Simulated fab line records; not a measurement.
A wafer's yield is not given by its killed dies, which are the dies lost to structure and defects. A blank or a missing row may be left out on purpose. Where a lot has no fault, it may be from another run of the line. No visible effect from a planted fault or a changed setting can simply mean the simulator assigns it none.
Matching of chambers || flow nand-harc || 3 sister chambers for NHARC_P_M0_PRE_CLEAN_31 on pecvd-01
The step time 12 s. 3 wafers are shown with their chamber, then 12 later ones without.

## WAFERS WITH THEIR CHAMBER
{"wafer": "L085.6", "chamber": 2, "heater-power-w (W)": 593}
{"wafer": "L086.1", "chamber": 0, "heater-power-w (W)": 640}
{"wafer": "L086.4", "chamber": 1, "heater-power-w (W)": 679}

## WAFERS WHOSE CHAMBER IS MISSING
{"wafer": "L086.2", "heater-power-w (W)": 736}
{"wafer": "L086.5", "heater-power-w (W)": 717}
{"wafer": "L086.6", "heater-power-w (W)": 625}
{"wafer": "L087.1", "heater-power-w (W)": 585}
{"wafer": "L087.2", "heater-power-w (W)": 659}
{"wafer": "L087.3", "heater-power-w (W)": 645}
{"wafer": "L091.2", "heater-power-w (W)": 651}
{"wafer": "L091.3", "heater-power-w (W)": 722}
{"wafer": "L091.4", "heater-power-w (W)": 708}
{"wafer": "L092.2", "heater-power-w (W)": 638}
{"wafer": "L092.4", "heater-power-w (W)": 608}
{"wafer": "L092.6", "heater-power-w (W)": 621}

## WHICH CHAMBER EACH ONE RAN IN
{"wafer": "L086.2", "from the rows above": "can't be placed: 1 or 0", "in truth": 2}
{"wafer": "L086.5", "from the rows above": "can't be placed: 1 or 0", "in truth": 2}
{"wafer": "L086.6", "from the rows above": "can't be placed: 0 or 2 or 1", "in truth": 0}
{"wafer": "L087.1", "from the rows above": "can't be placed: 2 or 0", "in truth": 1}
{"wafer": "L087.2", "from the rows above": "can't be placed: 0 or 1 or 2", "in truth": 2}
{"wafer": "L087.3", "from the rows above": "can't be placed: 0 or 1 or 2", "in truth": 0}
{"wafer": "L091.2", "from the rows above": "can't be placed: 0 or 1 or 2", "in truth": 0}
{"wafer": "L091.3", "from the rows above": "can't be placed: 1 or 0", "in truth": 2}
{"wafer": "L091.4", "from the rows above": "can't be placed: 1 or 0", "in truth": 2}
{"wafer": "L092.2", "from the rows above": "can't be placed: 0 or 1 or 2", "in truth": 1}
{"wafer": "L092.4", "from the rows above": "can't be placed: 2 or 0", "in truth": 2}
{"wafer": "L092.6", "from the rows above": "can't be placed: 0 or 2 or 1", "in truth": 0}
Correct placement for 0 of the 12. From these rows, 12 cannot be placed; in 7 the true chamber is one of the candidates. Number placed wrongly: 0.
How it was worked out, from the rows above alone: a wafer's distance from a chamber is the root of the sum, over the readings, of the square of ((its reading less the chamber's mean) divided by the reading's scatter). If the next closest chamber is less than 2 further off than the closest, the wafer can't be placed; otherwise it belongs to the closest. The mean given for a chamber averages the wafers shown for that chamber. The scatter: with one shown wafer a chamber, the root of the mean of the squares of how far each hidden wafer lies from its nearest shown one.
